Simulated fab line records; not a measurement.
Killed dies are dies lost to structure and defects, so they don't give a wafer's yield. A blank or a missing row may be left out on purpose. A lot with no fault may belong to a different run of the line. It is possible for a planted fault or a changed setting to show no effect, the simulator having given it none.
Matching of chambers -- flow n5 finfet -- pecvd-03 running N5_BEOL_M5_DEP_56: 3 sister chambers
The step deposits SiCN from 3MS/NH3, target thk 8 nm, time 14 s. 6 wafers are shown with their chamber, then 10 later ones without.

WAFERS, EACH WITH ITS CHAMBER
wafer,chamber,showerhead plenum p Torr (Torr),throttle valve pct (%)
L086.2,1,3.649,8.8
L086.3,0,3.677,8.8
L090.4,2,3.666,8.5
L090.6,2,3.663,8.5
L093.2,1,3.642,8.9
L093.4,0,3.675,8.6

WAFERS WITH NO CHAMBER GIVEN
wafer,showerhead plenum p Torr (Torr),throttle valve pct (%)
L093.5,3.669,8.5
L092.1,3.664,8.5
L092.2,3.641,8.7
L092.5,3.638,8.9
L095.2,3.679,8.8
L095.3,3.637,8.8
L095.5,3.642,9.0
L097.2,3.636,8.5
L097.3,3.677,8.8
L097.5,3.645,8.9

EACH ONE'S CHAMBER
wafer,from the rows above,in truth
L093.5,can't be placed: 2 or 0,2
L092.1,2,2
L092.2,1,1
L092.5,1,1
L095.2,0,0
L095.3,1,1
L095.5,1,1
L097.2,1,1
L097.3,0,0
L097.5,1,1
Correctly placed: 9 of 10. Can't be placed from these rows: 1 (the true chamber is among the candidates in 1). Placed wrongly: 0.
How it was worked out, from the rows above alone: a wafer's distance from a chamber is the root of the sum, over the readings, of the square of ((its reading less the chamber's mean) divided by the reading's scatter). The wafer belongs to the nearest chamber; if the next one is less than 2 further off, it can't be placed. A chamber's mean is the mean of its shown wafers. The scatter is the square root of a quotient: the sum, over the shown wafers, of each reading's squared deviation from its chamber's mean, divided by wafers minus chambers.
